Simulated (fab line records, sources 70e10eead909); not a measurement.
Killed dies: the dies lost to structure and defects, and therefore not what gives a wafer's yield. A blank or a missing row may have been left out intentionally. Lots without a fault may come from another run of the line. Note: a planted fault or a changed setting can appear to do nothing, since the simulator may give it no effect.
fab line records    flow nand-harc    part 2 of 2: steps 20 to 24 of 24
record lots=5  wafers=15  last-day=23
route steps=1159 shown A_CHANNEL_HOLE_D1@451
lots with no fault: from the same line, run without faults
start-h: the number of hours between the record's first day and the start of the first shown wafer of the lot    wait-h: how many hours have passed since the lot's step before this one    " the same as in the row above    L1.1+2: a single row standing in for several wafers    - either no value or no given start    * or withheld: withheld    < > ~ a bound
route shown NAME@n: a module of which the file shows steps, and the number in the route of the first    usual: average and standard deviation across the fault-free wafers    same: alike in all rows    chamber/n: place in a boat    sites: per-site readings    _std_site: their standard deviation    _edge_site: mean of outer sites minus mean of inner sites    radius-mm: how far each site lies from the wafer's centre    mask NAME#n: copy n    behind: tool/chamber where the wafer was last shaped    hold: why the lot was held/for how many hours/how that ended    device: transistor that didn't switch, given as n, p or np    end of line: tests run on the same wafers once the route is complete    where a step has no rows: the recipe by itself    killed: at the first sort, the dies lost to defects and structure; wafer yield is something else    map: the dies of a wafer, with x for killed, . for not killed, _ for no die there
set.NAME: the run value of the setting; set.NAME@STEP: its run value at that earlier step    model.NAME: the simulator's own value behind a step, which no gauge read
lots seen at some steps along the route; tables by step, rows by wafer
services: from which hour (start-h, from the record's first day; less than 0 if before it) a tool's chamber was out of use, for how many hours, and why
## steps
# step NHARC_A_CHANNEL_HOLE_D1_CD_MEAS_18
# usual cd-nm=98.7/1.8
lot.wafer  tool       chamber  start-h  wait-h  cd-nm
L076.2     cd-sem-03  -        191.83   -       97.5
L076.3     "          -        "        "       96.7
L076.5     "          -        "        "       94.5
L083.4     cd-sem-02  -        236.36   -       97.8
L083.5     "          -        "        "       97.1
L083.6     "          -        "        "       96.4
L085.1     cd-sem-01  -        252.54   -       97.2
L085.2     "          -        "        "       99.1
L085.3     "          -        "        "       95.3
L091.2     cd-sem-02  -        273.21   -       100.4
L091.4     "          -        "        "       99.1
L091.6     "          -        "        "       99.5
L093.3     cd-sem-01  -        281.60   -       102.3
L093.4     "          -        "        "       101.7
L093.5     "          -        "        "       102.2
# step NHARC_A_CHANNEL_HOLE_D1_ETCH_19
# recipe bias-v=1200  source-w=2500  pressure-mtorr=15  time-s=34.5  ar-flow-sccm=375  c4f8-flow-sccm=28.8  o2-flow-sccm=96.2  temp-c=-20  target-depth-a=*  chemistry=C4F8/O2/Ar
# usual drypump-motor-current-A=5.4/0.48  mfc-ar-sccm=374.9/1.2  o2-flow-sccm=96.22/0.27  showerhead-plenum-p-Torr=3.75/0.14  throttle-valve-pct=37.038/0.0091
lot.wafer  tool         chamber  start-h  wait-h  drypump-motor-current-A  mfc-ar-sccm  o2-flow-sccm  rf-hours-counter-h  showerhead-plenum-p-Torr  throttle-valve-pct
L076.2     har-etch-02  0        192.43   0.6     4.9                      376.2        96.26         111                 3.86                      37.050
L076.3     "            0        "        "       4.9                      374.9        96.44         -                   3.86                      37.047
L076.5     "            0        "        "       4.9                      375.1        96.33         -                   3.86                      37.045
L083.4     har-etch-01  1        236.48   0.1     5.6                      374.9        96.11         -                   3.60                      37.044
L083.6     "            0        "        "       6.2                      373.4        95.86         -                   3.59                      37.051
L083.5     "            1        "        "       5.6                      374.0        96.49         -                   3.60                      37.044
L085.1     har-etch-01  1        252.61   0.1     5.5                      374.4        96.17         219                 3.60                      37.040
L085.2     "            0        "        "       6.2                      375.9        96.55         219                 3.58                      37.037
L085.3     "            1        "        "       5.5                      375.6        95.88         -                   3.60                      37.029
L091.2     har-etch-02  0        276.31   3.1     4.9                      377.1        96.26         148                 3.84                      37.031
L091.4     "            0        "        "       4.9                      373.5        96.05         -                   3.84                      37.019
L091.6     "            0        "        "       4.9                      376.0        95.92         -                   3.84                      37.039
L093.4     har-etch-01  0        283.15   1.5     6.2                      375.2        96.32         -                   3.57                      37.041
L093.3     "            1        "        "       5.5                      373.3        96.33         -                   3.59                      37.034
L093.5     "            0        "        "       6.2                      376.6        96.05         -                   3.57                      37.042
# step NHARC_A_CHANNEL_HOLE_D1_ETCH_20
# recipe bias-v=3000  source-w=withheld  pressure-mtorr=20  time-s=361.9  ar-flow-sccm=375  c4f8-flow-sccm=89.3  o2-flow-sccm=35.7  temp-c=-20  target-depth-a=16000  chemistry=C4F8/O2/Ar
# usual drypump-motor-current-A=5.4/0.48  mfc-ar-sccm=375.1/1.2  o2-flow-sccm=35.70/0.1  showerhead-plenum-p-Torr=3.70/0.14  throttle-valve-pct=32.155/0.009
lot.wafer  tool         chamber  start-h  wait-h  drypump-motor-current-A  mfc-ar-sccm  o2-flow-sccm  rf-hours-counter-h  showerhead-plenum-p-Torr  throttle-valve-pct
L076.2     har-etch-02  0        192.58   0.1     4.9                      373.5        35.75         111                 3.81                      32.170
L076.3     "            0        "        "       4.9                      373.6        35.81         -                   3.81                      32.145
L076.5     "            0        "        "       4.9                      373.5        35.64         -                   3.81                      32.163
L083.4     har-etch-01  1        236.69   0.2     5.5                      375.3        35.86         -                   3.57                      32.141
L083.6     "            0        "        "       6.2                      374.6        35.74         -                   3.55                      32.147
L083.5     "            1        "        "       5.5                      378.2        35.78         -                   3.57                      32.137
L085.1     har-etch-01  1        252.72   0.1     5.5                      374.9        35.76         219                 3.56                      32.156
L085.2     "            0        "        "       6.2                      374.2        35.58         219                 3.55                      32.155
L085.3     "            1        "        "       5.6                      374.1        35.65         -                   3.56                      32.173
L091.2     har-etch-02  0        276.43   0.1     4.9                      374.8        35.66         148                 3.79                      32.151
L091.4     "            0        "        "       4.9                      373.9        35.54         -                   3.79                      32.150
L091.6     "            0        "        "       4.9                      373.8        35.79         -                   3.79                      32.150
L093.4     har-etch-01  0        283.32   0.2     6.2                      374.7        35.59         -                   3.54                      32.154
L093.3     "            1        "        "       5.5                      374.4        35.73         -                   3.55                      32.160
L093.5     "            0        "        "       6.2                      374.9        35.67         -                   3.54                      32.160
# step NHARC_A_CHANNEL_HOLE_D1_ETCH_21
# recipe bias-v=3000  source-w=withheld  pressure-mtorr=20  time-s=514.3  ar-flow-sccm=375  c4f8-flow-sccm=89.3  o2-flow-sccm=35.7  temp-c=-20  target-depth-a=16000  chemistry=C4F8/O2/Ar
# usual drypump-motor-current-A=5.4/0.48  mfc-ar-sccm=375.0/1.1  o2-flow-sccm=35.69/0.11  showerhead-plenum-p-Torr=3.70/0.14  throttle-valve-pct=32.155/0.0081
lot.wafer  tool         chamber  start-h  wait-h  drypump-motor-current-A  mfc-ar-sccm  o2-flow-sccm  rf-hours-counter-h  showerhead-plenum-p-Torr  throttle-valve-pct
L076.2     har-etch-02  0        192.92   0.3     4.9                      375.2        35.69         112                 3.81                      32.145
L076.3     "            0        "        "       4.9                      375.1        35.70         -                   3.81                      32.148
L076.5     "            0        "        "       4.9                      374.4        35.55         -                   3.81                      32.153
L083.4     har-etch-01  1        237.07   0.3     5.6                      375.7        35.62         -                   3.57                      32.155
L083.6     "            0        "        "       6.2                      375.6        35.92         -                   3.55                      32.157
L083.5     "            1        "        "       5.5                      377.2        35.56         -                   3.57                      32.158
L085.1     har-etch-01  1        253.04   0.3     5.5                      374.4        35.53         220                 3.56                      32.145
L085.2     "            0        "        "       6.2                      375.6        35.54         220                 3.55                      32.157
L085.3     "            1        "        "       5.6                      374.7        35.58         -                   3.56                      32.146
L091.2     har-etch-02  0        276.74   0.3     4.9                      374.8        35.71         148                 3.79                      32.157
L091.4     "            0        "        "       4.9                      375.3        35.75         -                   3.79                      32.165
L091.6     "            0        "        "       4.9                      375.4        35.73         -                   3.79                      32.154
L093.4     har-etch-01  0        283.68   0.3     6.2                      376.9        35.84         -                   3.54                      32.153
L093.3     "            1        "        "       5.5                      374.3        35.79         -                   3.55                      32.148
L093.5     "            0        "        "       6.2                      374.4        35.85         -                   3.54                      32.167
# step NHARC_A_CHANNEL_HOLE_D1_ETCH_22
# recipe bias-v=3000  source-w=withheld  pressure-mtorr=20  time-s=666.7  ar-flow-sccm=375  c4f8-flow-sccm=89.3  o2-flow-sccm=35.7  temp-c=-20  target-depth-a=16000  chemistry=C4F8/O2/Ar
# usual drypump-motor-current-A=5.4/0.48  mfc-ar-sccm=374.8/1.1  o2-flow-sccm=35.70/0.11  showerhead-plenum-p-Torr=3.70/0.14  throttle-valve-pct=32.155/0.0098
lot.wafer  tool         chamber  start-h  wait-h  drypump-motor-current-A  mfc-ar-sccm  o2-flow-sccm  rf-hours-counter-h  showerhead-plenum-p-Torr  throttle-valve-pct
L076.2     har-etch-02  0        193.38   0.4     4.9                      374.2        35.67         112                 3.81                      32.164
L076.3     "            0        "        "       4.9                      375.0        35.75         -                   3.81                      32.166
L076.5     "            0        "        "       4.9                      373.8        35.80         -                   3.81                      32.153
L083.4     har-etch-01  1        237.56   0.4     5.6                      376.6        35.81         -                   3.57                      32.143
L083.6     "            0        "        "       6.2                      374.3        35.51         -                   3.55                      32.177
L083.5     "            1        "        "       5.5                      374.2        35.45         -                   3.57                      32.159
L085.1     har-etch-01  1        253.47   0.4     5.5                      374.4        35.64         220                 3.56                      32.144
L085.2     "            0        "        "       6.2                      375.5        35.77         220                 3.55                      32.161
L085.3     "            1        "        "       5.5                      375.5        35.54         -                   3.56                      32.153
L091.2     har-etch-02  0        277.19   0.4     4.9                      376.1        35.60         148                 3.79                      32.158
L091.4     "            0        "        "       4.9                      375.9        35.65         -                   3.79                      32.159
L091.6     "            0        "        "       4.9                      375.0        35.80         -                   3.79                      32.148
L093.4     har-etch-01  0        284.16   0.4     6.2                      374.8        35.62         -                   3.54                      32.142
L093.3     "            1        "        "       5.6                      375.1        35.75         -                   3.55                      32.151
L093.5     "            0        "        "       6.2                      375.2        35.58         -                   3.54                      32.143
## services
tool             chamber  start-h  hours  kind
rie-diel-11      0        168.54   -      clean
rie-diel-11      1        168.54   -      clean
rie-diel-11      2        168.54   -      clean
rie-diel-11      3        168.54   -      clean
pecvd-01         -        169.57   7.0    repair
rie-diel-10      0        171.71   20.7   repair
rie-diel-10      -        176.50   9.0    pm
rie-diel-10      1        176.50   9.0    vent-cycle
rie-diel-10      2        176.50   9.0    vent-cycle
rie-diel-10      3        176.50   9.0    vent-cycle
arfi-scanner-03  -        176.80   0.3    repair
arfi-scanner-02  -        178.17   0.7    repair
arfi-scanner-03  -        179.50   5.3    repair
arfi-scanner-02  -        187.84   2.3    repair
rie-diel-11      -        189.50   9.0    pm
rie-diel-09      3        192.06   8.1    repair
arfi-scanner-01  -        196.00   4.0    pm
pecvd-01         -        237.24   13.0   pm
arfi-scanner-03  -        240.35   4.0    repair
arfi-scanner-03  -        245.13   0.7    repair
rie-diel-09      -        254.28   9.0    pm
arfi-scanner-02  -        256.00   4.0    pm
litho-track-01   -        268.00   7.0    pm
rie-diel-10      3        284.25   9.0    repair
